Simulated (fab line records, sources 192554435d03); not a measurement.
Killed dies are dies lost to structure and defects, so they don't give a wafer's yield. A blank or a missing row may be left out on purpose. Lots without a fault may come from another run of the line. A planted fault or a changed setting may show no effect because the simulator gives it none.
Problem report in the 8D (eight disciplines) form, filled by code | flow n5_finfet | the parts of the form that need people (team, actions taken, sign-off) are left out

1. THE PROBLEM
killed_at_M0_to_M3 at N5_PASSIVATION_PROBE_49 reads a mean of 1106 on 1 wafer of 1 lot; wafers without a fault read 31 with a standard deviation of 10. That is +99 or more standard deviations from the usual mean.
First seen on wafer L490.5, day 16 21:21, on prober-01. The record holds 9 wafers of 3 lots with a number at this step. Rule for "out", or "out of limits": more than 4 standard deviations from the usual mean. The other wafers with a number count as sound.

2. WHAT IT IS AND WHAT IT IS NOT
question                    | is                                                                                | is not
which readings at this step | killed_at_M0_to_M3, defect_limited_yield, killed_dies, killed_on_rim, sort_n_pass | killed_at_M4_up, killed_at_contacts, killed_at_front_end, killed_at_other, killed_open, sort_bin_5_function, sort_bin_6_memory, sort_bin_8_speed
which lots                  | L490                                                                              | L478, L491
which wafers of those lots  | L490.5                                                                            | L490.4, L490.6
read on which tools         | prober-01                                                                         | prober-02
when                        | from day 16 21:21                                                                 | up to then (4 sound wafers); but 4 sound wafers of L490, L491 came after

3. SUSPECTS, AND WHAT RULES EACH OUT
Counting: a tool at a process step up to the reading stays a suspect if it ran every lot that is out. Sound lots after the first of them don't rule it out here, since some wafers of a struck lot are sound.
- pecvd-04 at N5_BEOL_M0_SAQP_PECVD_97 (deposits SiNx from SiH4/NH3/N2, target thk 23 nm, time 19.9 s): kept. It ran the lot that is out, L490 (day 10 07:35).
- rie_diel-01 at N5_PASSIVATION_VIA_ETCH_13 (etches SiO2 in CHF3/O2, target depth 660 nm, time 330 s): kept. It ran the lot that is out, L490 (day 16 13:41); its last sound lot up to then is L478 (day 13 21:25).
- pvd_sputter-01 at N5_PASSIVATION_AL_DEP_21 (deposits Al, target thk 2800 nm, time 170 s): kept. It ran the lot that is out, L490 (day 16 14:17); its last sound lot up to then is L478 (day 13 22:15).
- pecvd-03 at N5_PASSIVATION_PECVD_35 (deposits SiNx from SiH4/NH3/N2, target thk 700 nm, time 151.3 s): kept. It ran the lot that is out, L490 (day 16 16:11).
- prober-01 at N5_PASSIVATION_PROBE_49: kept. It ran the lot that is out, L490 (day 16 21:18). Its own readings are out on those wafers: defect_limited_yield, killed_at_M0_to_M3, killed_dies, killed_on_rim, sort_n_pass.
- Within pecvd-04 at N5_BEOL_M0_SAQP_PECVD_97: the wafers that are out ran in chamber 0; their sound lot-mates ran in chamber 1.
Left after counting: pecvd-04 at N5_BEOL_M0_SAQP_PECVD_97, rie_diel-01 at N5_PASSIVATION_VIA_ETCH_13, pvd_sputter-01 at N5_PASSIVATION_AL_DEP_21, pecvd-03 at N5_PASSIVATION_PECVD_35, prober-01 at N5_PASSIVATION_PROBE_49.

4. THE CAUSE (what the simulator had put in)
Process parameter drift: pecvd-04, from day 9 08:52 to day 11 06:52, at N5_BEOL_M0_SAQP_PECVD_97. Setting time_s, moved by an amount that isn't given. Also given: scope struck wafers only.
Counting left 5 suspects, and this tool is among them.

5. THE CHAIN OF EFFECTS, in route order
Each row: a reading whose mean over the struck wafers that have a number lies more than 3 standard deviations from the usual. Only readings for which the record gives a usual standard deviation are gone through. hours: the time from each lot's start at the first step in this table that gives one to its start at this step, as a median over the lots. sigmas: the change in usual standard deviations.
hours | step                    | reading              | usual  | on struck wafers | change | sigmas
0     | N5_PASSIVATION_PROBE_49 | defect_limited_yield | 91.2 % | 0.0              | -91.2  | -61
0     | N5_PASSIVATION_PROBE_49 | killed_at_M0_to_M3   | 31     | 1106             | +1075  | +99 or more
0     | N5_PASSIVATION_PROBE_49 | killed_dies          | 104    | 1180             | +1076  | +60
0     | N5_PASSIVATION_PROBE_49 | killed_on_rim        | 14     | 152              | +138   | +34
0     | N5_PASSIVATION_PROBE_49 | sort_n_pass          | 1076   | 0                | -1076  | -60
The process steps in it:
- N5_PASSIVATION_PROBE_49

6. WHAT WOULD HAVE CAUGHT IT SOONER
In this record the first reading out of limits was taken at day 16 21:21, 180 hours after the fault began at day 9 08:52.
Of the tool readings at N5_BEOL_M0_SAQP_PECVD_97 for which the record gives a usual standard deviation, none was out on any struck wafer, so an alarm limit of 4 standard deviations on them would not have fired.
All the lots that are out (1) had begun N5_BEOL_M0_SAQP_PECVD_97 on pecvd-04 by day 16 21:21. A hold on the tool at that time would have spared none of them.
